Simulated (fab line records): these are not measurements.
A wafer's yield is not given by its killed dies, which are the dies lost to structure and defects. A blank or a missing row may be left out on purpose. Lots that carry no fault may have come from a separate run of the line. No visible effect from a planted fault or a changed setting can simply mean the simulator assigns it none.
Split-lot study	flow n5Finfet	7 lots, 39 wafers read, on a route of 1938 steps

ABOUT THE SPLIT
At N5_FIN_SAQP_ALD_61 (deposits SiO2, target thk 4 nm, pulse time 1 s, purge time 2 s), the setting tempC was moved away from the recipe's 300 C on 9 of the 39 wafers read, by -3.5% to +1.4%. For the rest of the wafers, this setting stayed at what the recipe calls for.

The reading comes from the split's own step.

THE READING
SiO2_of_FIN_SAQP_ALD_61.thkNm (the simulator's own value, which no gauge read), in nm, at N5_FIN_SAQP_ALD_61 (deposits SiO2, target thk 4 nm, pulse time 1 s, purge time 2 s). No usual value for it is given in the file. The 30 wafers here that ran the recipe average 3.999 nm, standard deviation 0.013 nm.

wafer	tool, chamber at the split	tempC as run, C	against the recipe	SiO2_of_FIN_SAQP_ALD_61.thkNm, nm	against lot-mates on the recipe
L074.1	aldSin-03, 3	304.1	+1.4%	3.973	-0.031
L074.2	aldSin-03, 0	300	recipe	4.009	-
L074.3	aldSin-03, 1	300	recipe	3.992	-
L074.4	aldSin-03, 2	304.1	+1.4%	4.001	-0.003
L074.5	aldSin-03, 1	304.1	+1.4%	3.987	-0.017
L074.6	aldSin-03, 0	300	recipe	4.012	-
L076.1	aldSin-02, 3	300	recipe	3.992	-
L076.2	aldSin-02, 0	300	recipe	4.001	-
L076.3	aldSin-02, 2	300	recipe	4.006	-
L076.4	aldSin-02, 1	300	recipe	3.998	-
L076.5	aldSin-02, 2	300	recipe	3.988	-
L076.6	aldSin-02, 1	300	recipe	3.982	-
L078.1	aldSin-03, 3	300	recipe	4.011	-
L078.2	aldSin-03, 1	300	recipe	4.007	-
L078.3	aldSin-03, 0	300	recipe	4.02	-
L078.4	aldSin-03, 2	289.7	-3.4%	4.157	+0.144
L078.5	aldSin-03, 3	289.7	-3.4%	4.143	+0.130
L078.6	aldSin-03, 2	289.7	-3.4%	4.153	+0.140
L080.1	aldSin-04, 1	300	recipe	3.989	-
L080.6	aldSin-04, 1	300	recipe	3.989	-
L080.2	aldSin-04, 2	300	recipe	3.982	-
L080.3	aldSin-04, 3	300	recipe	4.023	-
L080.4	aldSin-04, 0	300	recipe	4.007	-
L080.5	aldSin-04, 0	300	recipe	4.03	-
L082.3	aldSin-02, 1	300	recipe	3.985	-
L082.4	aldSin-02, 2	300	recipe	4.003	-
L082.6	aldSin-02, 2	300	recipe	3.986	-
L093.1	aldSin-04, 0	300	recipe	3.989	-
L093.2	aldSin-04, 2	300	recipe	3.985	-
L093.3	aldSin-04, 3	300	recipe	4.009	-
L093.4	aldSin-04, 1	300	recipe	3.991	-
L093.5	aldSin-04, 0	300	recipe	3.993	-
L093.6	aldSin-04, 3	300	recipe	3.999	-
L094.1	aldSin-02, 1,3	289.6	-3.5%	4.118	+0.123
L094.3	aldSin-02, 1,3	289.6	-3.5%	4.118	+0.123
L094.2	aldSin-02, 0	289.6	-3.5%	4.143	+0.148
L094.4	aldSin-02, 2	300	recipe	4.005	-
L094.5	aldSin-02, 1	300	recipe	3.981	-
L094.6	aldSin-02, 2	300	recipe	3.998	-
When a row names more than one chamber, that row covers several wafers, and the file does not tell which wafer ran in which chamber.

FIT RESULTS
A straight line over all 39 wafers: SiO2_of_FIN_SAQP_ALD_61.thkNm changes by -0.0372 nm for each +1% of tempC; r = -0.95; the points scatter about the line by 0.017 nm.
The same after taking each lot's own level away (the mean of its wafers on the recipe; 39 wafers): -0.0363 nm for each +1%; r = -0.96; scatter 0.014 nm.
That fit puts the effect of the largest move of tempC on the reading at 0.13 nm.
From 3.9913 to 4.0127 nm: that is the span of the lots' own levels, equal to 1.7 times the standard deviation above.
The two slopes agree, so the slope changes little with the lot-to-lot level.
Check: with one of the wafers moved furthest among these (-3.5%) left out of the fit, the line predicts +0.131 nm for it against its lot-mates. Against them it came out at +0.123 nm.

THE FILE'S OWN FIT
SiO2_of_FIN_SAQP_ALD_61.thkNm changes by -0.0372 nm for each +1% of tempC, r = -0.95.
